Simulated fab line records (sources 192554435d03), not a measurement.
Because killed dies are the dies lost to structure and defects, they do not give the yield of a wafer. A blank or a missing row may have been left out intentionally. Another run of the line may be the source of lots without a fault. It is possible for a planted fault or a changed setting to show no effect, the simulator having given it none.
Lot-split experiment | flow n5-finfet | 21 wafers read across 7 lots, on a route 1938 steps long

== ON THE SPLIT ==
At N5_BEOL_M6_TRENCH_ETCH_37 (etches SiCOH lowk in C4F6/O2, target depth 94.435 nm, time 31.5 s), the setting time-s was moved away from the recipe's 31.5 s on 6 of the 21 wafers read, by -22.4% to +14.9%. All remaining wafers had this setting at the recipe value.

== FROM THE SPLIT TO THE READING: what the file shows between them, 11 steps ==
- N5_BEOL_M6_ETCH_41: etches SiCN in CH3F/O2, target depth 29.7 nm, time 52 s
- N5_BEOL_M6_STRIP_80: strips in N2/H2, time 10 s
- N5_BEOL_M6_OCD_MEAS_38
- N5_BEOL_M6_HM_STRIP_39: strips TiN in peroxide tin strip, target depth 25 nm, time 158 s
- N5_BEOL_M6_SRD_40: time 30 s
- N5_BEOL_M6_ECD_50: material Cu, target thk 300 nm
- N5_BEOL_M6_ANNEAL_51: time 90 s
- N5_BEOL_M6_CMP_52: polishes, stops on SiCOH lowk, t overpolish 6.9 s, target thk 80 nm
- N5_BEOL_M6_THK_MEAS_53: measures by xrf
- N5_BEOL_M6_PRE_CLEAN_55: time 15 s
- N5_BEOL_M6_DEP_56: deposits SiCN from 3MS/NH3, target thk 10 nm, time 17.5 s

== THE READING ==
Measured at N5_BEOL_M6_RS_MEAS_57 by four-point probe: M6_RS, in ohm/sq. Typical for fault-free wafers on this fab line: 0.284 ohm/sq, with standard deviation 0.0057 ohm/sq.

wafer  | tool, chamber at the split | time-s as run, s | against the recipe | M6_RS, ohm/sq | against lot-mates on the recipe
L077.1 | rie-diel-06, 2             | 24.45            | -22.4%             | 0.404         | +0.116
L077.3 | rie-diel-06, 1             | 24.45            | -22.4%             | 0.411         | +0.123
L077.5 | rie-diel-06, 0             | 31.5             | recipe             | 0.288         | -
L082.1 | rie-diel-03, 1             | 31.5             | recipe             | 0.287         | -
L082.3 | rie-diel-03, 2             | 31.5             | recipe             | 0.284         | -
L082.5 | rie-diel-03, 2             | 27.53            | -12.6%             | 0.349         | +0.064
L087.2 | rie-diel-03, 2             | 31.5             | recipe             | 0.288         | -
L087.3 | rie-diel-03, 1             | 31.5             | recipe             | 0.287         | -
L087.5 | rie-diel-03, 2             | 26.35            | -16.3%             | 0.369         | +0.082
L092.3 | rie-diel-04, 2             | 31.5             | recipe             | 0.284         | -
L092.4 | rie-diel-04, 3             | 31.5             | recipe             | 0.279         | -
L092.6 | rie-diel-04, 3             | 36.09            | +14.6%             | 0.236         | -0.045
L094.1 | rie-diel-04, 1             | 31.5             | recipe             | 0.279         | -
L094.3 | rie-diel-04, 3             | 31.5             | recipe             | 0.279         | -
L094.4 | rie-diel-04, 2             | 31.5             | recipe             | 0.280         | -
L095.1 | rie-diel-06, 3             | 31.5             | recipe             | 0.276         | -
L095.2 | rie-diel-06, 0             | 31.5             | recipe             | 0.287         | -
L095.3 | rie-diel-06, 1             | 31.5             | recipe             | 0.287         | -
L097.3 | rie-diel-03, 0             | 36.18            | +14.9%             | 0.238         | -0.051
L097.4 | rie-diel-03, 2             | 31.5             | recipe             | 0.291         | -
L097.6 | rie-diel-03, 2             | 31.5             | recipe             | 0.287         | -

THE FIT
A straight line over all 21 wafers: M6_RS changes by -0.00479 ohm/sq for each +1% of time-s; r = -0.98; the points scatter about the line by 0.0092 ohm/sq.
The same after taking each lot's own level away (the mean of its wafers on the recipe; 21 wafers): -0.00469 ohm/sq for each +1%; r = -0.99; scatter 0.0078 ohm/sq.
Per that fit: largest time-s move, reading shift of 0.11 ohm/sq.
Across the lots, their own levels run from 0.2793 to 0.2890 ohm/sq, a range of 1.7 times the standard deviation given above.
Consequently the slope shifts little with the lot-to-lot level, the two slopes agreeing.
Check: +0.106 ohm/sq against its lot-mates is what the line predicts for one of the wafers moved furthest among these (-22.4%) when that wafer is left out of the fit. It came out at +0.116 ohm/sq against them.

== THE WHOLE CHAIN: every reading that the file lists as answering this split, in the file's order ==
step                      | what it does                                                        | reading                                                                      | change (the file's fit)               | r (the file's)
N5_BEOL_M6_TRENCH_ETCH_37 | etches SiCOH lowk in C4F6/O2, target depth 94.435 nm, time 31.5 s   | etch.depth-nm (the simulator's own value, which no gauge read)               | +0.937 nm for each +1% of the setting | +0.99
N5_BEOL_M6_TRENCH_ETCH_37 | etches SiCOH lowk in C4F6/O2, target depth 94.435 nm, time 31.5 s   | BEOL_M6.feature-depth-nm (the simulator's own value, which no gauge read)    | +0.936 nm for each +1% of the setting | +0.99
N5_BEOL_M6_OCD_MEAS_38    |                                                                     | trench-depth-nm                                                              | +0.958 nm for each +1% of the setting | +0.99
N5_BEOL_M6_CMP_52         | polishes, stops on SiCOH lowk, t overpolish 6.9 s, target thk 80 nm | Cu_of_BEOL_M6_ECD_50.thk-nm (the simulator's own value, which no gauge read) | +0.924 nm for each +1% of the setting | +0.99
N5_BEOL_M6_THK_MEAS_53    | measures by xrf                                                     | M6_THK                                                                       | +0.92 for each +1% of the setting     | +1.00
N5_BEOL_M6_RS_MEAS_57     | measures by four-point-probe                                        | M6_RS                                                                        | -0.00458 for each +1% of the setting  | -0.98

== THE FILE'S OWN FIT ==
M6_RS changes by -0.00458 ohm/sq for each +1% of time-s, r = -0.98.
